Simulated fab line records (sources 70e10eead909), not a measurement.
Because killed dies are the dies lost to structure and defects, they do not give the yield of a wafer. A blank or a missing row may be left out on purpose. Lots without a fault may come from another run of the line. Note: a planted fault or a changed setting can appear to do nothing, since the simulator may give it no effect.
fab line records	flow nandHarc	part 2 of 2: steps 24 to 33 of 33
record lots=5	wafers=15	lastDay=33
route steps=1302 shown HYBRID_BOND@1239 THIN_TSV@1244
lots that met no fault: from a run of the same line without faults
startH: start of the lot's first displayed wafer, in hours after the record's first day	waitH: time in hours since the lot's previous step	" as in the row above	L1.1+2: several wafers, shown together as one row	- no value present, or no start provided	* or withheld: withheld	< > ~ a bound
route shown NAME@n: a module of which the file shows steps, and the number in the route of the first	usual: the fault-free wafers' mean and standard deviation	same: alike in all rows	chamber/n: place in a boat	sites: each site's reading	_std_site: their standard deviation	_edge_site: inner sites' mean taken away from outer sites' mean	radiusMm: for every site, how far away it sits from the centre of the wafer	mask NAME#n: copy n	behind: the tool/chamber that last shaped the wafer	hold: why the lot went on hold/how many hours it stayed there/how the hold came to an end	device: whichever transistor did not switch (one of n, p or np)	end of line: tests run on the same wafers once the route is complete	where a step has no rows: the recipe by itself	killed: count of dies lost to structure and defects at first sort (not the wafer's yield)	map: shows each die of a wafer: x if killed, . if not, _ if none is there
set.NAME: the run value of the setting; set.NAME@STEP: its run value at that earlier step	model.NAME: the simulator's own value behind a step, which no gauge read
a table for each step, a row for each wafer; lots at some steps of the route
services: when a tool's chamber went out of use (startH, in hours from the record's first day, below 0 if earlier), for how many hours, and the reason
## steps
# step NHARC_THIN_TSV_ETCH_44
# recipe targetDepthA=15942	timeS=797.1	cf4FlowSccm=150	o2FlowSccm=10	arFlowSccm=0	rfW=300	biasW=800	chemistry=CF4/O2
# usual drypumpMotorCurrentA=5.7/0.38	oesProductAu=1.001/0.012	rfVppV=795/4.9	showerheadPlenumPTorr=1.84/0.077	throttleValvePct=16.913/0.0088
lot.wafer	tool	chamber	startH	waitH	drypumpMotorCurrentA	oesProductAu	rfHoursCounterH	rfVppV	showerheadPlenumPTorr	throttleValvePct
L076.3	rieDiel-08	1	583.93	0.1	5.6	0.981	2.1	793	1.83	16.910
L076.2	"	2	"	"	5.9	1.009	1.3	803	1.96	16.929
L076.5	"	0	"	"	5.7	1.008	-	799	1.89	16.919
L079.1	rieDiel-08	1	600.17	0.1	5.5	0.976	2.8	795	1.83	16.908
L079.4	"	0	"	"	5.7	1.005	3.3	797	1.89	16.916
L079.5	"	1	"	"	5.5	0.978	-	794	1.83	16.906
L086.2	rieDiel-04	3	661.89	0.2	5.5	1.017	7.4	785	1.71	16.903
L086.4	"	0	"	"	5.5	0.977	6.8	796	1.82	16.916
L086.5	"	1	"	"	5.2	0.983	-	794	1.82	16.916
L089.1	rieDiel-04	1	682.21	0.1	5.3	1.000	9.3	793	1.82	16.930
L089.5	"	1	"	"	5.2	1.005	-	793	1.82	16.906
L089.6	"	2	"	"	6.2	0.995	-	801	1.94	16.903
L095.1	rieDiel-04	0	758.49	0.1	5.5	1.004	4.3	794	1.82	16.915
L095.2	"	1	"	"	5.3	1.023	4.7	795	1.82	16.895
L095.6	"	3	"	"	5.5	1.022	-	788	1.71	16.904
# step NHARC_THIN_TSV_ETCH_15
# recipe targetDepthA=30000	boschTargetOveretchCycles=2	boschEtchStepS=2.8	boschDepStepS=1.2	boschCycles=14
# usual drypumpMotorCurrentA=6.0/0.51
# same boschCycles=14
lot.wafer	tool	chamber	startH	waitH	drypumpMotorCurrentA	rfHoursCounterH
L076.3	rieSi-03	3	584.45	-	5.6	0
L076.2	"	0	"	"	6.5	0
L076.5	"	3	"	"	5.6	-
L079.1	rieSi-03	3	600.74	-	5.6	0.07
L079.4	"	1	"	"	5.8	0.04
L079.5	"	0	"	"	6.5	-
L086.2	rieSi-04	3	662.35	-	6.7	0.69
L086.4	"	0	"	"	5.7	0.73
L086.5	"	3	"	"	6.6	-
L089.1	rieSi-02	2	682.79	-	5.9	0.25
L089.5	"	1	"	"	6.1	-
L089.6	"	2	"	"	5.9	-
L095.2	rieSi-02	2	759.03	-	5.9	0.81
L095.1	"	3	"	"	5.7	0.90
L095.6	"	1	"	"	6.1	-
# step NHARC_THIN_TSV_CD_MEAS_16
# usual cdNm=999.5/2
lot.wafer	tool	chamber	startH	waitH	cdNm
L076.2	cdSem-03	-	584.59	0.1	998.7
L076.3	"	-	"	"	998.2
L076.5	"	-	"	"	998.5
L079.1	cdSem-01	-	600.88	0.1	999.1
L079.4	"	-	"	"	998.9
L079.5	"	-	"	"	1001.4
L086.2	cdSem-03	-	662.50	0.1	1000.0
L086.4	"	-	"	"	1001.6
L086.5	"	-	"	"	997.7
L089.1	cdSem-02	-	682.92	0.1	999.9
L089.5	"	-	"	"	997.1
L089.6	"	-	"	"	998.4
L095.1	cdSem-01	-	759.15	0.1	999.8
L095.2	"	-	"	"	999.7
L095.6	"	-	"	"	1000.1
# step NHARC_THIN_TSV_STRIP_45
# recipe powerW=1500	tempC=250	chemistry=O2
# usual drypumpMotorCurrentA=6.2/0.5	heaterPowerW=327/32
lot.wafer	tool	chamber	startH	waitH	drypumpMotorCurrentA	heaterPowerW	rfHoursCounterH
L076.2	plasmaAsher-02	1	584.70	0.1	5.4	359	32
L076.3	"	1	"	"	5.4	358	-
L076.5	"	0	"	"	6.6	302	-
L079.1	plasmaAsher-01	0	601.00	0.1	6.4	346	15
L079.4	"	1	"	"	6.3	287	-
L079.5	"	1	"	"	6.2	283	-
L086.2	plasmaAsher-02	1	662.58	0.1	5.3	378	10
L086.4	"	0	"	"	6.6	304	-
L086.5	"	1	"	"	5.4	373	-
L089.1	plasmaAsher-01	1	683.04	0.1	6.2	289	32
L089.6	"	0	"	"	6.4	344	-
L089.5	"	1	"	"	6.3	298	-
L095.2	plasmaAsher-02	1	759.22	0.1	5.4	373	31
L095.1	"	0	"	"	6.6	302	31
L095.6	"	0	"	"	6.6	305	-
# step NHARC_THIN_TSV_STRIP_46
# recipe timeS=1200	tempC=72.5	chemistry=postEtchResidueRemover
lot.wafer	tool	chamber	startH	waitH
L076.5+3+2	wetBench-10	4,5,1	585.01	0.1
L079.4+5+1	wetBench-10	3,4,0	601.30	0.2
L086.5+2+4	wetBench-08	1,2,5	662.93	0.1
L089.6+1+5	wetBench-08	7,0,1	683.36	0.1
L095.6+2+1	wetBench-10	5,0,2	759.57	0.1
# step NHARC_THIN_TSV_DEP_47
# recipe targetThkA=2000	tempC=withheld	pressureTorr=6.5	rfW=900	teosFlowSccm=161.4	flowSccm=2650	targetThkNm=200	gas=O2	material=SiO2
# usual flowSccm=2648/8.9	showerheadVppV=1827/67	throttleValvePct=16.2/0.52
lot.wafer	tool	chamber	startH	waitH	flowSccm	showerheadVppV	throttleValvePct
L076.2	pecvd-02	2	585.45	-	2658	1785	16.5
L076.3	"	1	"	"	2653	1805	15.7
L076.5	"	1	"	"	2649	1824	15.7
L079.1	pecvd-03	2	601.86	-	2646	1822	15.3
L079.5	"	1	"	"	2632	1783	16.9
L079.4	"	2	"	"	2649	1819	15.5
L086.2	pecvd-04	1	663.47	-	2655	1954	15.8
L086.5	"	2	"	"	2643	1814	16.3
L086.4	"	0	"	"	2637	1669	17.0
L089.1	pecvd-02	1	683.84	-	2647	1788	16.3
L089.6	"	1	"	"	2657	1789	15.9
L089.5	"	2	"	"	2649	1818	16.3
L095.2	pecvd-03	2	760.07	-	2651	1810	15.3
L095.1	"	0	"	"	2654	1912	16.3
L095.6	"	1	"	"	2655	1802	16.1
# step NHARC_THIN_TSV_ETCHBACK_48
# recipe targetDepthA=10285	overEtchFrac=0.3	timeS=405.17	ionEnergyEv=250	c4f8FlowSccm=withheld	arFlowSccm=withheld	rfW=600	biasW=300	chemistry=C4F8/Ar
# usual oesProductAu=0.932/0.022	rfVppV=547/3.2
lot.wafer	tool	chamber	startH	waitH	oesProductAu	rfHoursCounterH	rfVppV
L076.2	rieDiel-13	1	585.93	-	0.920	3.4	548
L076.3	"	2	"	"	0.913	3.1	552
L076.5	"	0	"	"	0.919	-	550
L079.4	rieDiel-04	2	602.17	-	0.918	2.9	552
L079.1	"	0	"	"	0.906	2.7	547
L079.5	"	3	"	"	0.923	-	541
L086.2	rieDiel-13	0	663.81	-	0.928	9.0	549
L086.4	"	1	"	"	0.920	8.1	547
L086.5	"	0	"	"	0.936	-	549
L089.1	rieDiel-13	0	684.20	-	0.931	10.0	549
L089.5	"	0	"	"	0.921	-	548
L089.6	"	1	"	"	0.928	-	546
L095.1	rieDiel-04	1	760.49	-	0.940	5.2	546
L095.2	"	2	"	"	0.928	4.9	552
L095.6	"	1	"	"	0.935	-	546
# step NHARC_THIN_TSV_STRIP_62
# recipe powerW=1500	tempC=250	timeS=20	chemistry=N2/H2
# usual drypumpMotorCurrentA=6.2/0.49	heaterPowerW=326/31
lot.wafer	tool	chamber	startH	waitH	drypumpMotorCurrentA	heaterPowerW	rfHoursCounterH
L076.2	plasmaAsher-02	1	586.22	-	5.4	360	32
L076.3	"	1	"	"	5.4	350	-
L076.5	"	1	"	"	5.4	356	-
L079.1	plasmaAsher-01	1	602.55	-	6.2	292	15
L079.4	"	0	"	"	6.4	336	-
L079.5	"	0	"	"	6.4	348	-
L086.2	plasmaAsher-01	1	664.13	-	6.2	292	29
L086.4	"	1	"	"	6.3	289	-
L086.5	"	0	"	"	6.4	332	-
L089.1	plasmaAsher-02	0	684.58	-	6.6	300	14
L089.5	"	1	"	"	5.4	372	-
L089.6	"	0	"	"	6.6	299	-
L095.1	plasmaAsher-02	0	760.81	-	6.6	300	32
L095.2	"	1	"	"	5.4	361	32
L095.6	"	1	"	"	5.4	369	-
# step NHARC_THIN_TSV_DEGAS_49
# recipe tempC=300	timeS=120
# usual heaterPowerW=508/41
lot.wafer	tool	chamber	startH	waitH	heaterPowerW
L076.2	pvdSputter-02	-	586.39	0.1	488
L076.3	"	-	"	"	563
L076.5	"	-	"	"	494
L079.1	pvdSputter-02	-	602.70	0.1	489
L079.4	"	-	"	"	551
L079.5	"	-	"	"	497
L086.2	pvdSputter-03	-	664.31	0.2	503
L086.4	"	-	"	"	515
L086.5	"	-	"	"	512
L089.1	pvdSputter-02	-	684.75	0.1	507
L089.6	"	-	"	"	518
L089.5	"	-	"	"	539
L095.2	pvdSputter-01	-	761.00	0.1	537
L095.1	"	-	"	"	490
L095.6	"	-	"	"	511
# step NHARC_THIN_TSV_PRE_CLEAN_50
# recipe timeS=30	tempC=280	gas=H2/He
# usual heaterPowerW=448/35
lot.wafer	tool	chamber	startH	waitH	heaterPowerW
L076.2	pvdSputter-02	-	-	-	508
L076.3	"	-	"	"	425
L076.5	"	-	"	"	428
L079.4	pvdSputter-02	-	-	-	507
L079.1	"	-	"	"	447
L079.5	"	-	"	"	435
L086.4	pvdSputter-03	-	-	-	430
L086.2	"	-	"	"	358
L086.5	"	-	"	"	347
L089.1	pvdSputter-02	-	-	-	483
L089.6	"	-	"	"	499
L089.5	"	-	"	"	443
L095.1	pvdSputter-01	-	-	-	477
L095.2	"	-	"	"	433
L095.6	"	-	"	"	494
## services
tool	chamber	startH	hours	kind
rieDiel-04	0	549.16	8.1	repair
rieDiel-08	1	556.27	8.8	repair
rieDiel-08	2	560.38	10.7	repair
lithoTrack-02	-	577.00	7.0	pm
grinder-01	-	596.36	1.1	repair
plasmaAsher-02	-	603.03	9.0	pm
plasmaAsher-02	-	619.55	3.8	repair
lithoTrack-03	-	625.00	7.0	pm
wetBench-08	-	629.63	3.8	repair
pvdSputter-02	-	641.98	10.0	pm
grinder-01	-	643.99	0.3	repair
wetBench-08	-	646.40	8.0	pm
lithoTrack-05	-	649.00	7.0	pm
wetBench-10	-	663.20	8.0	pm
wetBench-10	-	674.43	1.0	repair
grinder-01	-	677.98	0.8	repair
rieDiel-04	-	708.96	9.0	pm
pvdSputter-02	-	714.70	1.2	repair
grinder-01	-	721.60	0.7	repair
rieDiel-04	3	726.15	7.9	repair
grinder-01	-	736.00	8.0	pm
waferBonder-01	-	736.00	8.0	pm
grinder-01	-	745.40	1.0	repair
lithoTrack-02	-	752.00	7.0	pm
